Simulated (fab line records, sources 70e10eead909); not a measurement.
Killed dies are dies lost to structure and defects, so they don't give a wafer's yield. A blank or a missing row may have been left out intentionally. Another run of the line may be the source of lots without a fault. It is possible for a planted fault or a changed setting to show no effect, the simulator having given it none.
Which tool was responsible? | flow nandHarc | 72 wafers from 24 lots sampled at 6 of the route's 1159 steps

WHAT THE GAUGES SHOWED, per wafer
NHARC_A_SGD_CUT_INSPECT_11. Usual: rawDefectCount at 18, with a standard deviation of 9.3.
lot  | measured     | on               | rawDefectCount | flag
L078 | day 16 12:20 | defectInspect-02 | 6 5 13         | 
L077 | day 16 11:53 | defectInspect-02 | 16 20 21       | 
L074 | day 16 10:52 | defectInspect-01 | 8 9 10         | 
L076 | day 16 17:59 | defectInspect-01 | 3 6 8          | 
L075 | day 16 20:18 | defectInspect-02 | 25 15 25       | 
L080 | day 17 03:01 | defectInspect-01 | 17 21 20       | 
L079 | day 17 10:19 | defectInspect-02 | 8 13 11        | 
L082 | day 17 10:40 | defectInspect-02 | 13 16 8        | 
L084 | day 17 09:59 | defectInspect-01 | 15 10 10       | 
L081 | day 17 12:17 | defectInspect-02 | 20 19 24       | 
L083 | day 17 12:07 | defectInspect-02 | 21 32 29       | 
L087 | day 17 14:40 | defectInspect-01 | 29 28 26       | 
L085 | day 17 14:49 | defectInspect-02 | 10 15 13       | 
L088 | day 18 04:08 | defectInspect-01 | 9 13 12        | 
L089 | day 18 04:26 | defectInspect-01 | 39 42 19       | 
L086 | day 18 15:27 | defectInspect-01 | 21 24 29       | 
L090 | day 18 14:38 | defectInspect-01 | 22 25 27       | 
L092 | day 18 12:01 | defectInspect-02 | 9 16 10        | 
L091 | day 18 13:38 | defectInspect-01 | 22 10 14       | 
L093 | day 18 12:29 | defectInspect-02 | 47 30 45       | 
L094 | day 18 13:28 | defectInspect-01 | 27 17 20       | 
L095 | day 18 11:39 | defectInspect-01 | 26 38 29       | 
L096 | day 19 14:47 | defectInspect-02 | 15 11 10       | 
L097 | day 19 14:28 | defectInspect-02 | 13 14 13       | 

NHARC_A_SLIT_OVL_MEAS_10. Usual: overlayXNm 0.0 nm, standard deviation 0.79; overlayYNm -0.5 nm, standard deviation 0.93.
lot  | measured     | on         | overlayXNm (nm) | overlayYNm (nm) | flag
L078 | day 16 23:43 | overlay-02 | 0.3 0.2 0.2     | 0.3 -0.7 -0.3   | 
L077 | day 16 23:34 | overlay-01 | -0.4 -0.6 -0.7  | -1.1 -1.1 -1.1  | 
L074 | day 16 21:37 | overlay-02 | -1.0 -0.1 -0.4  | 0.0 -0.3 0.4    | 
L076 | day 17 04:23 | overlay-02 | 0.3 1.3 0.8     | -0.9 -0.7 -0.7  | 
L075 | day 17 04:14 | overlay-01 | -0.1 -0.3 0.3   | 0.2 0.0 0.1     | 
L080 | day 17 15:18 | overlay-01 | -1.0 -0.7 -0.8  | -2.0 -1.5 -1.6  | 
L079 | day 17 21:08 | overlay-02 | 2.2 2.5 2.1     | -2.0 -1.8 -1.8  | 
L082 | day 17 19:27 | overlay-02 | -1.1 -0.6 -0.7  | -0.7 -0.7 -0.3  | 
L084 | day 17 19:37 | overlay-01 | 0.3 0.8 0.4     | -0.9 -0.6 -0.5  | 
L081 | day 17 21:32 | overlay-02 | -0.9 -0.2 -0.1  | -1.1 -0.4 -0.3  | 
L083 | day 17 23:38 | overlay-01 | 0.4 -0.1 0.2    | -0.7 -0.4 -0.7  | 
L087 | day 18 05:20 | overlay-02 | -0.2 -0.2 -0.1  | -1.1 -1.2 -0.9  | 
L085 | day 18 03:19 | overlay-02 | -1.4 -2.0 -1.5  | 0.4 0.7 0.2     | 
L088 | day 18 18:19 | overlay-01 | 0.1 0.1 -0.3    | -1.7 -1.2 -1.1  | 
L089 | day 18 18:10 | overlay-02 | 0.0 -0.8 -0.9   | 0.5 -0.2 -0.3   | 
L086 | day 19 05:59 | overlay-01 | 0.7 1.5 1.1     | -0.9 -0.6 -1.1  | 
L090 | day 19 07:04 | overlay-02 | 0.3 0.3 0.3     | 0.5 0.8 0.5     | 
L092 | day 19 01:14 | overlay-01 | -0.3 0.1 -0.2   | 1.7 1.5 1.9     | 
L091 | day 19 01:34 | overlay-02 | -0.2 0.4 0.1    | -0.7 -0.9 -0.8  | 
L093 | day 18 23:37 | overlay-02 | 0.6 0.3 0.6     | 0.3 -0.1 -0.4   | 
L094 | day 19 03:11 | overlay-02 | -0.4 -0.2 -0.1  | -1.1 -0.9 -1.0  | 
L095 | day 19 00:55 | overlay-02 | 0.3 1.0 0.4     | 1.7 1.7 2.0     | 
L096 | day 20 03:08 | overlay-01 | -0.2 -0.4 -0.4  | -2.2 -1.6 -2.2  | 
L097 | day 20 01:03 | overlay-01 | 0.0 0.3 0.2     | -0.1 0.0 0.3    | 

WHAT TOOL EACH LOT RAN ON (gives the tool, then ch and the chambers of the sampled wafers, and finally the start)
lot  | NHARC_A_STAIRCASE_ETCH_453                   | NHARC_A_STAIRCASE_STRIP_446         | NHARC_A_SGD_CUT_CMP_21        | NHARC_A_SGD_CUT_ETCHBACK_24
L078 | rieDiel-04 ch 0,2, day 16 08:28 or earlier   | plasmaAsher-01 ch 0,1, day 16 08:28 | cmp-04 ch 0,1, day 16 17:16   | rieDiel-01 ch 0,2, day 16 17:43
L077 | rieDiel-11 ch 0,1,2, day 16 07:49 or earlier | plasmaAsher-01 ch 0,1, day 16 07:49 | cmp-04 ch 0,1, day 16 17:05   | rieDiel-12 ch 0,2,3, day 16 17:34
L074 | rieDiel-04 ch 0,1,2, day 16 06:09 or earlier | plasmaAsher-01 ch 0,1, day 16 06:09 | cmp-04 ch 0,1, day 16 16:47   | rieDiel-01 ch 1,2,3, day 16 17:17
L076 | rieDiel-11 ch 0,2, day 16 14:33 or earlier   | plasmaAsher-01 ch 0,1, day 16 14:33 | cmp-04 ch 1,2, day 16 23:46   | rieDiel-08 ch 0,2,3, day 17 00:20
L075 | rieDiel-11 ch 0,3, day 16 16:32 or earlier   | plasmaAsher-01 ch 0,1, day 16 16:32 | cmp-02 ch 0,1,3, day 16 23:46 | rieDiel-01 ch 0,3, day 17 00:14
L080 | rieDiel-05 ch 0,1,2, day 16 23:38 or earlier | plasmaAsher-02 ch 0,1, day 16 23:38 | cmp-02 ch 1,2,3, day 17 08:57 | rieDiel-08 ch 1,2,3, day 17 09:25
L079 | rieDiel-11 ch 0,2,3, day 15 05:37            | plasmaAsher-01 ch 0,1, day 17 06:48 | cmp-02 ch 0,3, day 17 15:52   | rieDiel-12 ch 1,2, day 17 16:21
L082 | rieDiel-11 ch 0,2,3, day 17 06:49 or earlier | plasmaAsher-02 ch 0,1, day 17 06:49 | cmp-01 ch 0,1,2, day 17 15:44 | rieDiel-08 ch 2,3, day 17 16:11
L084 | rieDiel-11 ch 0,2,3, day 17 06:26 or earlier | plasmaAsher-01 ch 0,1, day 17 06:26 | cmp-02 ch 0,1,2, day 17 15:44 | rieDiel-01 ch 2,3, day 17 16:11
L081 | rieDiel-11 ch 1,2,3, day 17 08:01 or earlier | plasmaAsher-02 ch 0,1, day 17 08:01 | cmp-01 ch 1,2,3, day 17 15:55 | rieDiel-01 ch 0,1, day 17 16:21
L083 | rieDiel-04 ch 0,1, day 17 08:00 or earlier   | plasmaAsher-01 ch 0,1, day 17 08:00 | cmp-02 ch 1,2,3, day 17 16:02 | rieDiel-08 ch 1,2,3, day 17 16:31
L087 | rieDiel-11 ch 1,2,3, day 17 11:02 or earlier | plasmaAsher-02 ch 0,1, day 17 11:02 | cmp-01 ch 0,1,3, day 17 20:12 | rieDiel-01 ch 0,1,2, day 17 20:43
L085 | rieDiel-05 ch 0,1,2, day 17 11:08 or earlier | plasmaAsher-01 ch 0,1, day 17 11:08 | cmp-04 ch 1,3, day 17 20:13   | rieDiel-12 ch 0,1, day 17 20:41
L088 | rieDiel-04 ch 1,2,3, day 18 00:37 or earlier | plasmaAsher-01 ch 0,1, day 18 00:37 | cmp-04 ch 1,2,3, day 18 14:14 | rieDiel-12 ch 1,2,3, day 18 14:44
L089 | rieDiel-05 ch 0,2,3, day 18 00:53 or earlier | plasmaAsher-02 ch 0,1, day 18 00:53 | cmp-01 ch 1,2, day 18 14:16   | rieDiel-01 ch 1,3, day 18 14:44
L086 | rieDiel-04 ch 0,1,3, day 18 11:58 or earlier | plasmaAsher-01 ch 0,1, day 18 11:58 | cmp-01 ch 0,1,2, day 18 22:26 | rieDiel-01 ch 0,1,2, day 18 22:52
L090 | rieDiel-04 ch 0,2,3, day 18 10:27 or earlier | plasmaAsher-01 ch 0,1, day 18 10:27 | cmp-02 ch 1,2,3, day 18 22:23 | rieDiel-12 ch 2,3, day 18 22:52
L092 | rieDiel-05 ch 0,2, day 18 07:32 or earlier   | plasmaAsher-01 ch 0,1, day 18 07:32 | cmp-01 ch 0,2,3, day 18 17:34 | rieDiel-01 ch 0,1,3, day 18 18:02
L091 | rieDiel-05 ch 0,1, day 18 10:11 or earlier   | plasmaAsher-01 ch 0,1, day 18 10:11 | cmp-04 ch 0,1, day 18 17:32   | rieDiel-12 ch 0,2,3, day 18 18:05
L093 | rieDiel-05 ch 1,2, day 18 08:07 or earlier   | plasmaAsher-01 ch 0,1, day 18 08:07 | cmp-01 ch 0,2, day 18 17:23   | rieDiel-12 ch 1,2,3, day 18 17:53
L094 | rieDiel-11 ch 0,1, day 18 08:59 or earlier   | plasmaAsher-01 ch 0,1, day 18 08:59 | cmp-01 ch 1,3, day 18 17:43   | rieDiel-08 ch 0,1,3, day 18 18:13
L095 | rieDiel-11 ch 1,2,3, day 18 07:49 or earlier | plasmaAsher-01 ch 0,1, day 18 07:49 | cmp-04 ch 0,1,2, day 18 17:23 | rieDiel-08 ch 0,2, day 18 17:53
L096 | rieDiel-04 ch 2,3, day 19 11:20 or earlier   | plasmaAsher-01 ch 0,1, day 19 11:20 | cmp-01 ch 0,1,2, day 19 21:11 | rieDiel-08 ch 1,3, day 19 21:38
L097 | rieDiel-11 ch 0,1,3, day 19 10:57 or earlier | plasmaAsher-02 ch 0,1, day 19 10:57 | cmp-01 ch 0,1, day 19 20:59   | rieDiel-08 ch 0,3, day 19 21:28
- NHARC_A_STAIRCASE_ETCH_453: etches the open film in CF4/O2, target depth 30 nm, overetch 3 nm, time 16.5 s.
- NHARC_A_STAIRCASE_STRIP_446: strips in O2.
- NHARC_A_SGD_CUT_CMP_21: polishes, target thk 148.19 nm.
- NHARC_A_SGD_CUT_ETCHBACK_24: etches the open film in CH3F/O2, target depth 50 nm, time 92.857 s.

WHAT THE TOOLS THEMSELVES READ (means of the sampled wafers that have a number; where no wafer has one, the mark that the record gives instead)
NHARC_A_STAIRCASE_ETCH_453. Usual: drypumpMotorCurrentA 5.8 A, standard deviation 0.44; oesProductAu 0.999 a.u., standard deviation 0.011; rfVppV 198.2 V, standard deviation 1.4; showerheadPlenumPTorr 1.35 Torr, standard deviation 0.057; throttleValvePct 13.398 %, standard deviation 0.0095.
lot  | tool       | drypumpMotorCurrentA (A) | oesProductAu (a.u.) | rfVppV (V) | showerheadPlenumPTorr (Torr) | throttleValvePct (%) | flag
L078 | rieDiel-04 | 6.4                      | 0.997               | 198.3      | 1.31                         | 13.404               | 
L077 | rieDiel-11 | 5.9                      | 0.991               | 198.8      | 1.36                         | 13.406               | 
L074 | rieDiel-04 | 6.1                      | 0.999               | 197.7      | 1.33                         | 13.408               | 
L076 | rieDiel-11 | 6.0                      | 1.000               | 198.6      | 1.38                         | 13.402               | 
L075 | rieDiel-11 | 5.8                      | 0.996               | 199.3      | 1.41                         | 13.394               | 
L080 | rieDiel-05 | 5.9                      | 1.010               | 197.8      | 1.35                         | 13.396               | 
L079 | rieDiel-11 | 5.7                      | 0.996               | 199.0      | 1.35                         | 13.407               | 
L082 | rieDiel-11 | 5.8                      | 0.994               | 198.0      | 1.35                         | 13.393               | 
L084 | rieDiel-11 | 5.7                      | 0.988               | 197.4      | 1.35                         | 13.391               | 
L081 | rieDiel-11 | 5.7                      | 0.995               | 197.6      | 1.33                         | 13.405               | 
L083 | rieDiel-04 | 5.7                      | 1.006               | 197.3      | 1.33                         | 13.392               | 
L087 | rieDiel-11 | 5.6                      | 0.996               | 198.2      | 1.33                         | 13.393               | 
L085 | rieDiel-05 | 5.9                      | 1.003               | 198.5      | 1.35                         | 13.396               | 
L088 | rieDiel-04 | 5.6                      | 1.015               | 198.7      | 1.38                         | 13.396               | 
L089 | rieDiel-05 | 5.7                      | 0.995               | 198.2      | 1.33                         | 13.401               | 
L086 | rieDiel-04 | 5.6                      | 1.003               | 198.4      | 1.35                         | 13.390               | 
L090 | rieDiel-04 | 6.0                      | 1.016               | 198.7      | 1.35                         | 13.387               | 
L092 | rieDiel-05 | 6.0                      | 1.005               | 198.7      | 1.37                         | 13.392               | 
L091 | rieDiel-05 | 5.5                      | 0.995               | 198.6      | 1.33                         | 13.399               | 
L093 | rieDiel-05 | 6.3                      | 0.997               | 198.7      | 1.36                         | 13.396               | 
L094 | rieDiel-11 | 5.9                      | 0.986               | 200.1      | 1.41                         | 13.394               | 
L095 | rieDiel-11 | 5.7                      | 0.989               | 197.2      | 1.32                         | 13.394               | 
L096 | rieDiel-04 | 5.5                      | 1.008               | 198.6      | 1.40                         | 13.401               | 
L097 | rieDiel-11 | 5.7                      | 0.995               | 198.6      | 1.38                         | 13.396               | 

NHARC_A_STAIRCASE_STRIP_446. Usual: drypumpMotorCurrentA 5.59 A, standard deviation 0.28; heaterPowerW 315 W, standard deviation 34.
lot  | tool           | drypumpMotorCurrentA (A) | heaterPowerW (W) | flag
L078 | plasmaAsher-01 | 5.52                     | 294              | 
L077 | plasmaAsher-01 | 5.51                     | 290              | 
L074 | plasmaAsher-01 | 5.39                     | 312              | 
L076 | plasmaAsher-01 | 5.40                     | 307              | 
L075 | plasmaAsher-01 | 5.41                     | 308              | 
L080 | plasmaAsher-02 | 5.91                     | 363              | 
L079 | plasmaAsher-01 | 5.51                     | 294              | 
L082 | plasmaAsher-02 | 6.04                     | 344              | 
L084 | plasmaAsher-01 | 5.40                     | 313              | 
L081 | plasmaAsher-02 | 6.03                     | 338              | 
L083 | plasmaAsher-01 | 5.52                     | 299              | 
L087 | plasmaAsher-02 | 5.91                     | 356              | 
L085 | plasmaAsher-01 | 5.51                     | 291              | 
L088 | plasmaAsher-01 | 5.52                     | 291              | 
L089 | plasmaAsher-02 | 5.90                     | 360              | 
L086 | plasmaAsher-01 | 5.41                     | 317              | 
L090 | plasmaAsher-01 | 5.51                     | 298              | 
L092 | plasmaAsher-01 | 5.51                     | 296              | 
L091 | plasmaAsher-01 | 5.41                     | 313              | 
L093 | plasmaAsher-01 | 5.52                     | 296              | 
L094 | plasmaAsher-01 | 5.40                     | 309              | 
L095 | plasmaAsher-01 | 5.52                     | 294              | 
L096 | plasmaAsher-01 | 5.40                     | 310              | 
L097 | plasmaAsher-02 | 5.90                     | 359              | 

NHARC_A_SGD_CUT_CMP_21. Usual: motorCurrentA 12.2 A, standard deviation 0.96; retainingRingPressureFrac 1.000, standard deviation 0.005; timeToEndpointS 50.6 s, standard deviation 2.7.
lot  | tool   | motorCurrentA (A) | retainingRingPressureFrac | timeToEndpointS (s) | flag
L078 | cmp-04 | 11.4              | 1.007                     | 51.2                | 
L077 | cmp-04 | 11.7              | 1.006                     | 53.5                | 
L074 | cmp-04 | 11.3              | 1.003                     | 50.4                | 
L076 | cmp-04 | 12.2              | 0.998                     | 50.6                | 
L075 | cmp-02 | 12.1              | 1.000                     | 49.2                | 
L080 | cmp-02 | 11.7              | 1.000                     | 50.2                | 
L079 | cmp-02 | 11.8              | 1.002                     | 47.9                | 
L082 | cmp-01 | 12.3              | 1.000                     | 48.2                | 
L084 | cmp-02 | 12.7              | 1.000                     | 49.6                | 
L081 | cmp-01 | 12.8              | 0.999                     | 50.8                | 
L083 | cmp-02 | 11.8              | 0.995                     | 50.6                | 
L087 | cmp-01 | 12.9              | 1.000                     | 49.6                | 
L085 | cmp-04 | 11.8              | 0.999                     | 52.5                | 
L088 | cmp-04 | 12.5              | 1.001                     | 54.6                | 
L089 | cmp-01 | 12.3              | 0.998                     | 53.2                | 
L086 | cmp-01 | 11.7              | 0.998                     | 51.8                | 
L090 | cmp-02 | 11.9              | 1.003                     | 46.7                | 
L092 | cmp-01 | 12.3              | 0.996                     | 52.5                | 
L091 | cmp-04 | 11.8              | 1.007                     | 52.0                | 
L093 | cmp-01 | 11.9              | 0.998                     | 51.4                | 
L094 | cmp-01 | 12.7              | 1.001                     | 50.3                | 
L095 | cmp-04 | 12.0              | 1.000                     | 54.0                | 
L096 | cmp-01 | 12.4              | 1.001                     | 52.1                | 
L097 | cmp-01 | 12.8              | 1.002                     | 47.4                | 

NHARC_A_SGD_CUT_ETCHBACK_24. Usual: drypumpMotorCurrentA 5.8 A, standard deviation 0.34; oesProductAu 0.97 a.u., standard deviation 0.036; rfVppV 244.5 V, standard deviation 1.6; showerheadPlenumPTorr 2.48 Torr, standard deviation 0.095; throttleValvePct 20.662 %, standard deviation 0.0087.
lot  | tool       | drypumpMotorCurrentA (A) | oesProductAu (a.u.) | rfVppV (V) | showerheadPlenumPTorr (Torr) | throttleValvePct (%) | flag
L078 | rieDiel-01 | 6.0                      | 1.01                | 246.2      | 2.57                         | 20.662               | 
L077 | rieDiel-12 | 5.5                      | 1.00                | 244.4      | 2.46                         | 20.667               | 
L074 | rieDiel-01 | 6.0                      | 0.93                | 244.6      | 2.47                         | 20.664               | 
L076 | rieDiel-08 | 5.8                      | 0.92                | 243.9      | 2.43                         | 20.659               | 
L075 | rieDiel-01 | 5.8                      | 1.00                | 243.3      | 2.46                         | 20.664               | 
L080 | rieDiel-08 | 5.7                      | 0.97                | 244.7      | 2.46                         | 20.654               | 
L079 | rieDiel-12 | 5.6                      | 0.93                | 243.4      | 2.42                         | 20.667               | 
L082 | rieDiel-08 | 5.9                      | 0.93                | 243.5      | 2.40                         | 20.663               | 
L084 | rieDiel-01 | 5.8                      | 0.93                | 245.6      | 2.49                         | 20.657               | 
L081 | rieDiel-01 | 6.3                      | 0.98                | 242.7      | 2.41                         | 20.651               | 
L083 | rieDiel-08 | 5.7                      | 1.00                | 244.6      | 2.46                         | 20.663               | 
L087 | rieDiel-01 | 6.1                      | 0.99                | 244.8      | 2.49                         | 20.655               | 
L085 | rieDiel-12 | 5.7                      | 0.95                | 243.1      | 2.43                         | 20.666               | 
L088 | rieDiel-12 | 5.9                      | 0.93                | 244.5      | 2.50                         | 20.670               | 
L089 | rieDiel-01 | 5.9                      | 0.92                | 243.2      | 2.41                         | 20.667               | 
L086 | rieDiel-01 | 6.1                      | 0.92                | 245.1      | 2.49                         | 20.666               | 
L090 | rieDiel-12 | 5.7                      | 1.00                | 245.4      | 2.54                         | 20.668               | 
L092 | rieDiel-01 | 6.1                      | 0.93                | 244.0      | 2.43                         | 20.663               | 
L091 | rieDiel-12 | 5.5                      | 1.01                | 244.6      | 2.46                         | 20.663               | 
L093 | rieDiel-12 | 5.8                      | 1.01                | 244.7      | 2.50                         | 20.658               | 
L094 | rieDiel-08 | 5.5                      | 1.00                | 244.2      | 2.50                         | 20.663               | 
L095 | rieDiel-08 | 5.6                      | 0.99                | 243.6      | 2.46                         | 20.656               | 
L096 | rieDiel-08 | 5.7                      | 1.00                | 243.9      | 2.47                         | 20.669               | 
L097 | rieDiel-08 | 5.6                      | 1.00                | 244.6      | 2.47                         | 20.664               | 

THE ANSWER, worked out from the rows above alone
Rule: a lot counts as off when the mean over its wafers that have a number is more than 3 standard deviations away from the usual mean. A lot without any number at a reading at which 4 lots or more have one is off too. Any other lot the step has rows for is counted as sound. The gauges are gone through in route order, then the tools' own readings, and for those a lot's mean is taken as printed above. The first step at which some lot is off is used, and at that step the reading that is off furthest; a lot without a number counts as furthest.
No lot is off on any of the readings shown, so nothing can be concluded from this.

WHAT THE SIMULATOR HAD PUT IN
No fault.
